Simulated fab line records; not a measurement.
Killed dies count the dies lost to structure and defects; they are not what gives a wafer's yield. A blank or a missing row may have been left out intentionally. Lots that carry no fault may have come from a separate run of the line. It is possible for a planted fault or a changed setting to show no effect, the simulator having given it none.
Matching of chambers :: flow n5-finfet :: 4 sister chambers for N5_DUMMY_REMOVAL_HM_STRIP_01 on rie-diel-02
The step strips SiNx in CH3F/O2, stops on poly-Si, target depth 4 nm, time 6.8 s. 14 wafers are shown with their chamber, then 7 later ones without.

## EACH WAFER AND ITS CHAMBER
wafer: L077.2
chamber: 0
showerhead-plenum-p-Torr (Torr): 1.97
throttle-valve-pct (%): 16.3
oes-product-au (a.u.): 0.70

wafer: L077.3
chamber: 2
showerhead-plenum-p-Torr (Torr): 1.92
throttle-valve-pct (%): 16.7
oes-product-au (a.u.): 0.60

wafer: L077.6
chamber: 0
showerhead-plenum-p-Torr (Torr): 1.97
throttle-valve-pct (%): 16.4
oes-product-au (a.u.): 0.71

wafer: L079.2
chamber: 3
showerhead-plenum-p-Torr (Torr): 2.13
throttle-valve-pct (%): 15.9
oes-product-au (a.u.): 0.75

wafer: L079.3
chamber: 0
showerhead-plenum-p-Torr (Torr): 1.97
throttle-valve-pct (%): 16.4
oes-product-au (a.u.): 0.69

wafer: L079.4
chamber: 2
showerhead-plenum-p-Torr (Torr): 1.92
throttle-valve-pct (%): 16.6
oes-product-au (a.u.): 0.59

wafer: L084.1
chamber: 2
showerhead-plenum-p-Torr (Torr): 1.92
throttle-valve-pct (%): 16.7
oes-product-au (a.u.): 0.59

wafer: L084.3
chamber: 3
showerhead-plenum-p-Torr (Torr): 2.13
throttle-valve-pct (%): 15.9
oes-product-au (a.u.): 0.72

wafer: L084.5
chamber: 0
showerhead-plenum-p-Torr (Torr): 1.97
throttle-valve-pct (%): 16.4
oes-product-au (a.u.): 0.69

wafer: L091.3
chamber: 0
showerhead-plenum-p-Torr (Torr): 1.97
throttle-valve-pct (%): 16.4
oes-product-au (a.u.): 0.68

wafer: L091.4
chamber: 3
showerhead-plenum-p-Torr (Torr): 2.12
throttle-valve-pct (%): 15.9
oes-product-au (a.u.): 0.71

wafer: L091.6
chamber: 0
showerhead-plenum-p-Torr (Torr): 1.97
throttle-valve-pct (%): 16.4
oes-product-au (a.u.): 0.67

wafer: L092.3
chamber: 1
showerhead-plenum-p-Torr (Torr): 2.03
throttle-valve-pct (%): 16.7
oes-product-au (a.u.): 0.62

wafer: L092.5
chamber: 1
showerhead-plenum-p-Torr (Torr): 2.03
throttle-valve-pct (%): 16.7
oes-product-au (a.u.): 0.62

SIGNATURES (averages over the wafers above)
reading: showerhead-plenum-p-Torr
chamber 0: 1.9700
chamber 1: 2.0300
chamber 2: 1.9200
chamber 3: 2.1267
scatter within a chamber: 0.00258

reading: throttle-valve-pct
chamber 0: 16.383
chamber 1: 16.700
chamber 2: 16.667
chamber 3: 15.900
scatter within a chamber: 0.0387

reading: oes-product-au
chamber 0: 0.6900
chamber 1: 0.6200
chamber 2: 0.5933
chamber 3: 0.7267
scatter within a chamber: 0.0139
Rule: for each reading, subtract the chamber's mean from the wafer's reading, divide by that reading's scatter and square the result; add these up over the readings and take the root, which gives the wafer's distance from the chamber. The wafer belongs to the nearest chamber; if the next one is less than 2 further off, it can't be placed. The scatter: take each reading less its chamber's mean, square it, sum over the shown wafers, divide by the number of wafers less the number of chambers, and take the root.

## WAFERS MISSING THEIR CHAMBER
wafer: L092.6
showerhead-plenum-p-Torr (Torr): 1.97
throttle-valve-pct (%): 16.4
oes-product-au (a.u.): 0.67

wafer: L093.1
showerhead-plenum-p-Torr (Torr): 2.03
throttle-valve-pct (%): 16.7
oes-product-au (a.u.): 0.63

wafer: L093.3
showerhead-plenum-p-Torr (Torr): 2.12
throttle-valve-pct (%): 16.0
oes-product-au (a.u.): 0.70

wafer: L093.6
showerhead-plenum-p-Torr (Torr): 1.92
throttle-valve-pct (%): 16.7
oes-product-au (a.u.): 0.58

wafer: L097.2
showerhead-plenum-p-Torr (Torr): 2.03
throttle-valve-pct (%): 16.7
oes-product-au (a.u.): 0.62

wafer: L097.3
showerhead-plenum-p-Torr (Torr): 1.91
throttle-valve-pct (%): 16.7
oes-product-au (a.u.): 0.58

wafer: L097.6
showerhead-plenum-p-Torr (Torr): 1.96
throttle-valve-pct (%): 16.4
oes-product-au (a.u.): 0.66

## CHAMBER TAKEN BY EACH
wafer: L092.6
from the rows above: 0
in truth: 0

wafer: L093.1
from the rows above: 1
in truth: 1

wafer: L093.3
from the rows above: 3
in truth: 3

wafer: L093.6
from the rows above: 2
in truth: 2

wafer: L097.2
from the rows above: 1
in truth: 1

wafer: L097.3
from the rows above: 2
in truth: 2

wafer: L097.6
from the rows above: 0
in truth: 0
7 of 7 placed correctly. Can't be placed from these rows: 0. Wrongly placed: 0.
